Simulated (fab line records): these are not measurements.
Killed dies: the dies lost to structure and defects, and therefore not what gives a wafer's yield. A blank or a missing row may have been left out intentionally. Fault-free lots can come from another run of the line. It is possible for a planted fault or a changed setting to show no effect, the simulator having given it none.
fab line records	flow n5-finfet
record lots=6	wafers=18	last-day=18
route steps=1938 shown HKMG_FIN@450 BEOL_M4@1111 PASSIVATION@1936
lots untouched by any fault: they come from a run of this same line in which no faults occurred
start-h: hours from the record's opening day to when the first of the lot's shown wafers began	wait-h: time in hours since the lot's previous step	" unchanged from the row above	L1.1+2: several wafers, shown together as one row	- no value present, or no start provided	* or withheld: withheld	< > ~ a bound
route shown NAME@n: a module of which the file shows steps, and the number in the route of the first	usual: mean and standard deviation over wafers with no fault	same: alike in all rows	chamber/n: place in a boat	sites: per-site readings	_std_site: their standard deviation	_edge_site: inner sites' mean taken away from outer sites' mean	radius-mm: how far each site lies from the wafer's centre	mask NAME#n: copy n	behind: the tool/chamber that last shaped the wafer	hold: reason for holding the lot/hours on hold/outcome of the hold	device: which transistor (n, p or np) failed to switch	end of line: tests run on the same wafers once the route is complete	where a step has no rows: the recipe by itself	killed: not the wafer's yield, but the dies lost to structure and defects at the first sort	map: the dies of a wafer, with x for killed, . for not killed, _ for no die there
set.NAME: the setting that was run; set.NAME@STEP: the one run at that earlier step	model.NAME: the simulator's own value behind a step, which no gauge read
a table for each step, a row for each wafer; lots at some steps of the route
services: when a tool's chamber went out of use (start-h, in hours from the record's first day, below 0 if earlier), for how many hours, and the reason
## steps
# step N5_HKMG_FIN_COAT_66
# recipe resist=SOC	temp-c=250	time-s=60	spin-rpm=1500	resist-thk-nm=300
# step N5_HKMG_FIN_ETCH_67
# recipe chemistry=N2/H2	target=SOC	target-depth-a=3889	stop-on=TiN	ion-energy-ev=100	bias-w=61	pressure-mtorr=30	source-w=850	n2-flow-sccm=200	h2-flow-sccm=200
# step N5_HKMG_FIN_STRIP_90
# recipe chemistry=N2/H2	material=SOC	time-s=20	power-w=500	temp-c=40	pressure-mtorr=50	rf-frequency-hz=6e+07	bias-power-w=8	h2-frac=0.5	n2-flow-sccm=300	h2-flow-sccm=300
# usual drypump-motor-current-A=5.9/0.53	oes-product-au=0.78/0.093	rf-vpp-V=54.5/0.87	showerhead-plenum-p-Torr=3.39/0.12	throttle-valve-pct=19.0/0.42
lot.wafer	tool	chamber	start-h	wait-h	drypump-motor-current-A	oes-product-au	rf-hours-counter-h	rf-vpp-V	showerhead-plenum-p-Torr	throttle-valve-pct
L103.1	rie-diel-01	2	108.99	0.0	4.9	0.73	167	53.2	3.23	19.1
L103.5	"	3	"	"	5.1	0.91	-	55.5	3.30	18.5
L103.6	"	2	"	"	4.9	0.73	-	53.5	3.23	19.1
L104.2	rie-diel-01	0	117.43	0.0	6.8	0.74	145	55.7	3.35	18.7
L104.5	"	3	"	"	5.1	0.89	-	55.4	3.30	18.5
L104.6	"	2	"	"	4.9	0.72	-	53.0	3.22	19.1
L116.1	rie-diel-05	2	185.16	0.0	5.6	0.72	189	53.1	3.47	19.5
L116.2	"	0	"	"	5.6	0.68	245	54.2	3.42	19.3
L116.3	"	1	"	"	6.5	0.71	204	54.4	3.34	18.5
L119.2	rie-diel-02	0	201.12	0.0	6.3	0.70	213	54.5	3.45	18.6
L119.3	"	3	"	"	6.0	0.92	40	55.1	3.54	18.6
L119.6	"	1	"	"	6.5	0.89	-	54.8	3.56	18.7
L120.1	rie-diel-01	1	212.81	0.0	6.2	0.82	105	56.0	3.53	19.5
L120.3	"	0	"	"	6.8	0.71	180	54.4	3.33	18.8
L120.5	"	0	"	"	6.8	0.71	-	55.9	3.33	18.7
L121.1	rie-diel-02	2	218.16	0.0	5.7	0.80	100	54.9	3.40	19.7
L121.2	"	1	"	"	6.5	0.89	35	53.6	3.56	18.7
L121.3	"	3	"	"	6.0	0.90	45	54.6	3.54	18.6
# step N5_HKMG_FIN_WET_ETCH_73
# recipe chemistry=SC1	mix=1:2:40	temp-c=50	time-s=42.3	target-depth-nm=1.3	dry=ipa-marangoni	rinse-time-s=30	rinse-temp-c=23
# step N5_HKMG_FIN_ETCHBACK_68
# recipe chemistry=Cl2/Ar	stop-on=HfO2	target-depth-a=5	pressure-mtorr=10	icp-w=600	bias-w=60	Cl2_flow_sccm=40	Ar_flow_sccm=60
# usual drypump-motor-current-A=5.6/0.35	oes-product-au=0.79/0.11	throttle-valve-pct=20.74/0.23
lot.wafer	tool	chamber	start-h	wait-h	drypump-motor-current-A	oes-product-au	rf-hours-counter-h	throttle-valve-pct
L103.1	rie-metal-03	1	109.15	0.0	4.9	0.94	3	20.88
L103.5	"	0	"	"	6.0	0.71	-	20.89
L103.6	"	1	"	"	4.9	0.94	-	20.88
L104.2	rie-metal-02	0	117.58	0.0	5.2	0.58	138	21.06
L104.5	"	0	"	"	5.2	0.58	-	21.04
L104.6	"	1	"	"	5.5	0.89	-	20.87
L116.1	rie-metal-02	1	185.35	0.0	5.5	0.85	12	20.91
L116.2	"	0	"	"	5.2	0.96	1	20.64
L116.3	"	0	"	"	5.2	0.96	-	20.63
L119.2	rie-metal-01	0	201.28	0.0	6.0	0.76	41	20.35
L119.3	"	0	"	"	5.9	0.76	-	20.33
L119.6	"	0	"	"	5.9	0.76	-	20.33
L120.1	rie-metal-03	0	212.97	0.0	6.0	0.62	71	21.05
L120.3	"	0	"	"	6.0	0.71	-	20.91
L120.5	"	0	"	"	6.0	0.70	-	20.91
L121.1	rie-metal-02	0	218.32	0.0	5.2	0.91	4	20.64
L121.2	"	1	"	"	5.5	0.85	13	20.89
L121.3	"	0	"	"	5.2	0.92	-	20.64
# step N5_HKMG_FIN_STRIP_69
# recipe chemistry=N2/H2	power-w=2500	temp-c=300	h2-frac=0.65	time-s=360	pressure-mtorr=withheld	n2-flow-sccm=1750	h2-flow-sccm=3250
# step N5_HKMG_FIN_ALD_21
# recipe material=TiN	target-thk-a=15	temp-c=400	ald-precursor-family=TiCl4	ald-co-reactant=NH3	pulse-time-s=1	purge-time-s=3	co-reactant-purge-time-s=2	co-reactant-pulse-time-s=2	ald-cycles=68	pressure-torr=3
# usual heater-power-w=898/93	precursor-pulse-height-rel=1.002/0.019
lot.wafer	tool	chamber	start-h	wait-h	heater-power-w	precursor-pulse-height-rel
L103.1	ald-metal-01	3	109.68	0.3	926	0.992
L103.5	"	3	"	"	921	0.977
L103.6	"	0	"	"	806	0.971
L104.2	ald-metal-03	1	118.11	0.3	767	0.981
L104.5	"	0	"	"	1014	0.990
L104.6	"	1	"	"	776	1.001
L116.1	ald-metal-03	1	185.87	0.3	766	0.978
L116.2	"	0	"	"	991	0.983
L116.3	"	3	"	"	878	0.998
L119.2	ald-metal-02	0	201.80	0.3	782	1.011
L119.3	"	1	"	"	894	0.987
L119.6	"	2	"	"	1007	0.991
L120.1	ald-metal-03	1	213.49	0.3	789	0.978
L120.3	"	2	"	"	962	1.012
L120.5	"	3	"	"	895	1.047
L121.1	ald-metal-03	0	218.85	0.3	1011	0.974
L121.2	"	3	"	"	851	0.985
L121.3	"	1	"	"	759	1.010
# step N5_HKMG_FIN_ALD_72
# recipe material=W	target-thk-a=20	temp-c=300	pressure-torr=7.5	ald-precursor-family=WF6	ald-co-reactant=B2H6	pulse-time-s=1	purge-time-s=2	co-reactant-purge-time-s=2	co-reactant-pulse-time-s=3	ald-cycles=7
# step N5_HKMG_FIN_W_FILL_22
# recipe material=W	target-thk-a=600	temp-c=400	pressure-torr=39.4	time-s=18.2
# usual heater-power-w=854/98	throttle-valve-pct=19.6/1.1
lot.wafer	tool	chamber	start-h	wait-h	heater-power-w	throttle-valve-pct
L103.1	cvd-w-01	1	110.10	0.0	755	20.3
L103.5	"	1	"	"	751	20.8
L103.6	"	0	"	"	837	20.5
L104.2	cvd-w-01	0	118.53	0.0	852	20.8
L104.5	"	0	"	"	864	20.6
L104.6	"	1	"	"	756	20.6
L116.1	cvd-w-02	1	186.30	0.0	1013	18.4
L116.2	"	0	"	"	817	18.7
L116.3	"	1	"	"	989	18.2
L119.2	cvd-w-02	1	202.22	0.0	994	18.3
L119.3	"	1	"	"	1020	18.5
L119.6	"	1	"	"	1002	18.4
L120.1	cvd-w-01	1	213.91	0.0	745	21.1
L120.3	"	1	"	"	756	20.7
L120.5	"	0	"	"	858	20.9
L121.1	cvd-w-01	0	219.29	0.0	865	20.6
L121.2	"	1	"	"	765	21.1
L121.3	"	1	"	"	743	20.7
# step N5_HKMG_FIN_PRECLEAN_83
# recipe chemistry=DIW	time-s=57.5	temp-c=23
# step N5_HKMG_FIN_SRD_84
# recipe dry-time-s=32	dry=n2-spin	spin-rpm=1500
# step N5_HKMG_FIN_CMP_23
# recipe stop-on=SiNx	t-overpolish-s=10	post-cmp-clean=rinse-only	down-force-psi=4	platen-rpm=50.289	pad-velocity-m-s=1.0006	target-thk-nm=46.326
# usual head-pressure-psi=4.001/0.0095	motor-current-A=12.6/0.91	overpolish-run-s=10.000/0.0083	time-to-endpoint-s=12.3/2.6
lot.wafer	tool	chamber	start-h	wait-h	head-pressure-psi	motor-current-A	overpolish-run-s	time-to-endpoint-s
L103.1	cmp-01	2	110.38	0.2	3.993	11.5	9.999	10.9
L103.5	"	0	"	"	3.995	11.7	10.009	11.2
L103.6	"	1	"	"	4.010	13.7	10.011	11.7
L104.2	cmp-01	2	118.92	0.3	4.006	12.1	9.997	8.3
L104.6	"	3	"	"	3.998	11.4	10.006	14.7
L104.5	"	0	"	"	3.999	11.6	9.998	14.6
L116.3	cmp-01	0	186.41	0.0	4.015	12.1	9.995	15.9
L116.2	"	2	"	"	3.998	12.2	10.006	11.4
L116.1	"	3	"	"	4.001	11.2	10.006	18.1
L119.2	cmp-01	2	202.33	0.0	4.005	11.7	9.988	10.0
L119.3	"	0	"	"	3.999	11.9	10.013	13.9
L119.6	"	2	"	"	4.005	11.6	9.983	8.2
L120.1	cmp-02	0	214.10	0.1	3.980	12.4	9.992	13.7
L120.3	"	2	"	"	3.998	13.3	9.990	10.7
L120.5	"	0	"	"	4.010	12.0	9.994	13.0
L121.1	cmp-03	3	219.39	0.0	4.003	13.2	10.003	11.6
L121.3	"	0	"	"	4.002	11.2	9.995	15.8
L121.2	"	1	"	"	3.993	13.6	9.992	12.1
# step N5_HKMG_FIN_CMP_94
# recipe stop-on=SiNx	post-cmp-clean=w-dilute-nh4oh	t-overpolish-s=4.7	down-force-psi=4	platen-rpm=50.289	pad-velocity-m-s=1.0006	target-thk-nm=43.299
# usual head-pressure-psi=4.000/0.0083	motor-current-A=12.7/0.91
lot.wafer	tool	chamber	start-h	wait-h	head-pressure-psi	motor-current-A
L103.1	cmp-01	2	110.76	0.3	3.996	11.5
L103.5	"	0	"	"	3.991	12.2
L103.6	"	1	"	"	3.995	13.1
L104.2	cmp-01	2	119.25	0.2	3.993	12.0
L104.6	"	3	"	"	3.994	12.8
L104.5	"	0	"	"	4.001	11.6
L116.3	cmp-01	0	186.89	0.4	4.326	12.1
L116.2	"	2	"	"	4.310	11.5
L116.1	"	3	"	"	4.324	12.9
L119.2	cmp-01	2	202.81	0.4	4.308	12.3
L119.3	"	0	"	"	4.314	13.0
L119.6	"	2	"	"	4.304	12.4
L120.1	cmp-02	0	214.53	0.3	4.002	12.8
L120.3	"	2	"	"	3.985	14.0
L120.5	"	0	"	"	4.010	12.2
L121.1	cmp-03	3	219.87	0.4	4.002	14.4
L121.3	"	0	"	"	4.001	11.3
L121.2	"	1	"	"	3.983	13.5
# step N5_BEOL_M4_RC_MEAS_101
# usual DIBL_N=36.3/1.8	DIBL_P=36.5/2.1	IOFF_N=0.16/0.031	IOFF_P=0.22/0.038	ION_N=677/12	ION_P=466/7.8	SS_N=71.5/0.61	SS_P=73.2/0.7	VT_N=249/3	VT_P=-248.9/3
lot.wafer	tool	chamber	start-h	wait-h	DIBL_N[mV/V]	DIBL_P[mV/V]	IOFF_N[nA/um]	IOFF_P[nA/um]	ION_N[uA/um]	ION_P[uA/um]	SS_N[mV/dec]	SS_P[mV/dec]	VT_N[mV]	VT_P[mV]
L104.2	prober-01	0	229.85	0.2	37.1	36.9	0.16	0.22	669	460	72.0	73.5	251	-249.3
L104.5	"	0	"	"	34.6	33.6	0.13	0.17	677	467	71.5	72.5	252	-251.9
L104.6	"	0	"	"	38.5	37.9	0.19	0.25	669	463	72.2	73.8	246	-248.2
L103.1	prober-01	0	231.55	0.0	37.1	37.3	0.17	0.22	687	468	71.6	74.1	249	-250.1
L103.5	"	0	"	"	37.0	37.4	0.17	0.21	682	462	72.2	74.7	251	-251.6
L103.6	"	0	"	"	37.4	38.0	0.18	0.22	686	465	71.5	74.3	251	-249.1
L116.1	prober-02	0	281.12	0.0	34.7	34.4	0.14	0.19	663	455	70.9	72.5	252	-250.7
L116.2	"	0	"	"	34.6	35.3	0.15	0.20	673	465	71.3	72.4	249	-251.3
L116.3	"	0	"	"	35.9	36.2	0.16	0.21	670	459	71.9	72.8	251	-249.7
L119.2	prober-02	0	307.84	0.2	33.4	33.2	0.12	0.16	657	459	70.7	71.8	253	-252.4
L119.3	"	0	"	"	34.7	35.0	0.13	0.19	671	462	71.4	72.5	254	-249.9
L119.6	"	0	"	"	34.0	34.9	0.13	0.19	680	471	70.4	73.4	251	-250.9
L121.1	prober-01	0	312.93	0.0	35.7	36.9	0.17	0.24	669	463	72.0	73.1	249	-246.4
L121.2	"	0	"	"	36.8	38.0	0.19	0.24	678	459	71.6	73.5	246	-250.0
L121.3	"	0	"	"	34.5	36.0	0.16	0.22	679	471	71.5	72.5	246	-245.6
L120.1	prober-01	0	316.30	0.0	35.0	35.3	0.14	0.22	685	479	71.6	73.0	251	-248.2
L120.3	"	0	"	"	36.7	37.8	0.17	0.25	675	471	71.2	73.9	249	-245.9
L120.5	"	0	"	"	34.5	35.2	0.14	0.21	689	477	71.6	72.5	250	-250.0
# step N5_PASSIVATION_PROBE_49
# usual defect-limited-yield=91.2/1.5	killed_at_M0_to_M3=33/9.6	killed_at_M4_up=14/5.6	killed-at-contacts=14/5.5	killed-at-front-end=40/13	killed-at-other=4/3	killed-dies=104/17	killed-open=68/13	killed-short=33/7.2	sort_bin_5_function=5.2/0.95	sort_bin_6_memory=3.3/0.62	sort-n-pass=1076/17	sort-yield-pct=91.2/1.5
# same gross-dies=1180	killed-at-back-side=0	sort_bin_4_leakage[%]=0	sort_bin_8_speed[%]=0
lot.wafer	tool	chamber	start-h	wait-h	defect-limited-yield[%]	killed_at_M0_to_M3	killed_at_M4_up	killed-at-contacts	killed-at-front-end	killed-at-other	killed-dies	killed-open	killed-short	sort_bin_5_function[%]	sort_bin_6_memory[%]	sort-n-pass	sort-yield-pct[%]
L103.1	prober-01	-	337.59	0.0	91.9	28	18	18	26	6	96	72	24	5.1	2.9	1084	91.9
L103.5	prober-01	-	337.79	0.2	89.0	30	17	21	48	14	130	82	48	5.8	4.6	1050	89.0
L103.6	prober-01	-	337.84	0.3	92.2	29	9	11	38	5	92	65	27	4.3	3.1	1088	92.2
L119.2	prober-02	-	426.38	0.1	91.4	31	7	11	52	0	101	63	33	5.1	3.4	1079	91.4
L119.3	prober-02	-	426.43	0.1	91.1	40	10	15	40	0	105	68	34	5.2	3.6	1075	91.1
L119.6	prober-02	-	426.58	0.3	91.9	33	4	9	50	0	96	67	26	4.8	3.1	1084	91.9
# killed by level:class
L103.1 FIN_SAQP:geometric-particle:open=14 MOL_CONTACT_COAG:geometric-particle:open=13 BEOL_M3:geometric-particle:open=10 BEOL_M4:geometric-particle:open=7 MOL_CONTACT_COAG:geometric-particle:short=5 BEOL_M0_SAQP:geometric-particle:open=5 BEOL_M0_SAQP:geometric-particle:short=5 FIN_SAQP:geometric-particle:short=4
L103.5 MOL_CONTACT_COAG:geometric-particle:open=17 STI_FIN_REVEAL:geometric-particle:open=12 FIN_SAQP:geometric-particle:open=10 BEOL_M0_SAQP:geometric-particle:short=10 BEOL_M4:geometric-particle:open=9 BEOL_M0_SAQP:geometric-particle:open=7 STARTING-WAFER:geometric-particle:short=7 FIN_SAQP:geometric-particle:short=6
L103.6 STI_FIN_REVEAL:geometric-particle:open=11 BEOL_M3:geometric-particle:open=8 MOL_CONTACT_COAG:geometric-particle:open=7 FIN_SAQP:geometric-particle:open=6 BEOL_M1:geometric-particle:open=6 STARTING-WAFER:geometric-particle:open=6 STARTING-WAFER:geometric-particle:short=6 GATE_CUT:geometric-particle:short=4
L119.2 STI_FIN_REVEAL:geometric-particle:open=12 FIN_SAQP:geometric-particle:open=10 BEOL_M2:geometric-particle:open=9 BEOL_M0_SAQP:geometric-particle:short=7 MOL_CONTACT_COAG:geometric-particle:open=5 MOL_CONTACT_COAG:geometric-particle:short=5 BEOL_M0_SAQP:geometric-particle:open=5 FIN_SAQP:geometric-particle:short=4
L119.3 BEOL_M0_SAQP:geometric-particle:open=13 STI_FIN_REVEAL:geometric-particle:open=12 MOL_CONTACT_COAG:geometric-particle:open=11 BEOL_M0_SAQP:geometric-particle:short=9 FIN_SAQP:geometric-particle:open=7 FIN_SAQP:geometric-particle:short=6 BEOL_M2:geometric-particle:open=6 BEOL_M5:geometric-particle:open=5
L119.6 FIN_SAQP:geometric-particle:open=17 FIN_SAQP:geometric-particle:short=9 BEOL_M2:geometric-particle:open=9 MOL_CONTACT_COAG:geometric-particle:open=8 BEOL_M3:geometric-particle:open=8 BEOL_M0_SAQP:geometric-particle:open=6 STI_FIN_REVEAL:geometric-particle:open=5 GATE_CUT:geometric-particle:open=4
## services
tool	chamber	start-h	hours	kind
cmp-01	-	89.03	4.0	pm
rie-diel-02	1	90.78	3.3	repair
cmp-01	-	93.03	-	consumable-replace:conditioner
cmp-01	-	93.03	-	consumable-replace:pad
rie-diel-02	1	94.14	-	clean
rie-diel-02	1	94.14	-	consumable-replace:focus-ring
rie-diel-02	1	94.14	-	consumable-replace:showerhead
cmp-02	-	104.74	0.3	repair
rie-diel-05	2	107.24	8.5	repair
cmp-03	-	109.62	1.0	repair
cvd-w-01	-	116.11	2.1	repair
rie-metal-02	0	150.13	-	clean
rie-metal-02	0	150.13	25.4	scheduled-down
rie-metal-02	0	150.13	25.4	vent-cycle
ald-metal-03	3	152.04	7.2	repair
cvd-w-01	1	159.87	1.9	repair
rie-diel-01	3	165.61	6.2	repair
cvd-w-02	-	166.20	4.3	pm
cmp-01	-	168.40	1.6	repair
cmp-02	-	183.85	5.1	pm
rie-metal-02	1	198.71	15.0	repair
rie-diel-01	1	200.33	1.6	repair
cmp-03	-	211.73	4.0	pm
ald-metal-03	2	216.14	3.1	repair
## key
first-sign step=N5_HKMG_FIN_CMP_94	reading=head-pressure-psi	direction=up	sigmas=38	usual=4.000	struck=4.314
effect none on later readings
met-at N5_HKMG_FIN_CMP_94
struck-wafers L116.1,L116.2,L116.3,L119.2,L119.3,L119.6
onset-between 119.25 186.89
fault kind=process-parameter-drift	tool=cmp-01	chamber=-	onset-h=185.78	steps=N5_HKMG_FIN_CMP_94	channel=down-force-psi	offset=0.3156	shape=step	end-h=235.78	acts-in=these-recipes-only	stated=4
